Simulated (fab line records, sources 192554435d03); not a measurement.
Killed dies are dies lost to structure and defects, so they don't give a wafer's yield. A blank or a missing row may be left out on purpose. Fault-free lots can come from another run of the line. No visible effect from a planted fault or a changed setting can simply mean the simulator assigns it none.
Struck lot and sound lot, side by side | flow n5-finfet | 16 out of 1938 route steps
Sound: these wafers, L950.1, L950.2, L950.5. Struck: wafers L966.2, L966.3. (L966.1 of the same lot was not struck and is left out.) The cause comes at the end.
Order at every step that has rows: each side's tool, ch and its chambers, its first start. Under that, the readings that differ: sound wafers | struck wafers | difference of the means | sigmas: that difference in standard deviations of wafers without a fault.
alike: a reading whose means differ by less than 2 such deviations, as well as words and numbers matching on both sides. not compared: withheld readings; readings where some wafer has no value; bounds like >300 that might hide an equal value; numbers whose values overlap and for which the record gives no deviation.
The two part at a step that has a row with sigmas, a row that says differs or no value, or rows on one side only. Numbers that don't overlap but have no deviation are shown without sigmas and don't part them. A reading that every wafer of one side lacks parts them only if that side has two wafers or more.

N5_HKMG_FIN_STRIP_89: strips SOC in N2/H2, time 20 s.
  sound on rie-diel-03 ch 0,2, day 4 21:44; struck on rie-diel-01 ch 2,3, day 9 00:53
  alike: bias-power-w, drypump-motor-current-A, oes-product-au, rf-vpp-V, showerhead-plenum-p-Torr, temp-c, throttle-valve-pct
  not compared: rf-hours-counter-h
then, 2 steps without rows for these wafers: N5_HKMG_FIN_WET_ETCH_87 (etches TiN in SC1, time 154.2 s, target depth 4.7 nm, rinse time 30 s); N5_HKMG_FIN_STRIP_88 (strips in N2/H2, time 360 s).
N5_HKMG_FIN_NWFM_ALD_20: deposits TiAlC, target thk 2 nm, pulse time 3 s, purge time 2 s.
  sound on ald-metal-02 ch 0,2, day 4 22:19; struck on ald-metal-01 ch 0,2, day 9 01:27
  alike: heater-power-w, precursor-pulse-height-rel
  not compared: ald-cycles
then, 2 steps without rows for these wafers: N5_HKMG_FIN_ALD_71 (deposits TiN, target thk 1 nm, pulse time 1 s, purge time 3 s); N5_HKMG_FIN_COAT_66 (time 60 s, resist thk 300 nm).
N5_HKMG_FIN_ETCH_67: etches SOC in N2/H2, stops on TiN, target depth 388.9 nm.
  sound on rie-diel-03 ch 1,2, day 4 22:56; struck on rie-diel-03 ch 1,2, day 9 01:53
  alike: drypump-motor-current-A, oes-product-au, rf-vpp-V, showerhead-plenum-p-Torr, throttle-valve-pct
  not compared: rf-hours-counter-h
N5_HKMG_FIN_STRIP_90: strips SOC in N2/H2, time 20 s.
  sound on rie-diel-03 ch 1,2, day 4 23:00; struck on rie-diel-03 ch 1,2, day 9 01:57
  alike: bias-power-w, drypump-motor-current-A, oes-product-au, rf-vpp-V, showerhead-plenum-p-Torr, temp-c, throttle-valve-pct
  not compared: rf-hours-counter-h
then, 2 steps without rows for these wafers: N5_HKMG_FIN_WET_ETCH_73 (etches the open film in SC1, time 42.3 s, target depth 1.3 nm, rinse time 30 s); N5_HKMG_FIN_ETCHBACK_68 (etches the open film in Cl2/Ar, stops on HfO2, target depth 0.5 nm).
N5_HKMG_FIN_STRIP_69: strips in N2/H2, time 360 s.
  sound on plasma-asher-02 ch 0,1, day 4 23:18; struck on plasma-asher-02 ch 0,1, day 9 02:15
  alike: drypump-motor-current-A, heater-power-w, temp-c
  not compared: rf-hours-counter-h
then, 1 step without rows for these wafers: N5_HKMG_FIN_ALD_21 (deposits TiN, target thk 1.5 nm, pulse time 1 s, purge time 3 s).
N5_HKMG_FIN_ALD_72: deposits W, target thk 2 nm, pulse time 1 s, purge time 2 s.
  sound on cvd-w-02 ch 0,1, day 5 00:03; struck on cvd-w-02 ch 0,1, day 9 03:00
  reading                                | sound     | struck  | difference | sigmas
  ald-cycles                             | 7 7 7     | 12 12   | +5         |
  model.W_of_HKMG_FIN_ALD_72.thk-nm (nm) | 1.8 2.2 2 | 3.6 3.4 | +1.5       |
  alike: heater-power-w, precursor-pulse-height-rel
then, 1 step without rows for these wafers: N5_HKMG_FIN_W_FILL_22 (material W, target thk 60 nm, time 18.2 s).
-- the record jumps here: 4 days lie between the struck wafers' starts before and after (it left off in module HKMG_FIN and takes up again in module BEOL_M4, whose first step shown is number 1111 of the route) --
N5_BEOL_M4_RC_MEAS_101:
  sound on prober-01 ch 0, day 8 07:46; struck on prober-02 ch 0, day 13 09:18
  reading        | sound          | struck    | difference | sigmas
  DIBL_N (mV/V)  | 35.1 35.9 34.4 | 40.7 38.9 | +4.7       | +3
  IOFF_N (nA/um) | 0.14 0.15 0.13 | 0.27 0.20 | +0.10      | +3
  IOFF_P (nA/um) | 0.18 0.20 0.19 | 0.30 0.25 | +0.09      | +2
  VT_N (mV)      | 251 252 251    | 241 247   | -7         | -2
  alike: DIBL_P, ION_N, ION_P, SS_N, SS_P, VT_P
N5_PASSIVATION_PROBE_49:
  the record holds rows for the sound wafers here (prober-01, day 12 13:50) but none for the struck ones

== WHERE THEY PART ==
First at N5_BEOL_M4_RC_MEAS_101; last, within this record, at N5_PASSIVATION_PROBE_49.

WHY: the cause the simulator had injected
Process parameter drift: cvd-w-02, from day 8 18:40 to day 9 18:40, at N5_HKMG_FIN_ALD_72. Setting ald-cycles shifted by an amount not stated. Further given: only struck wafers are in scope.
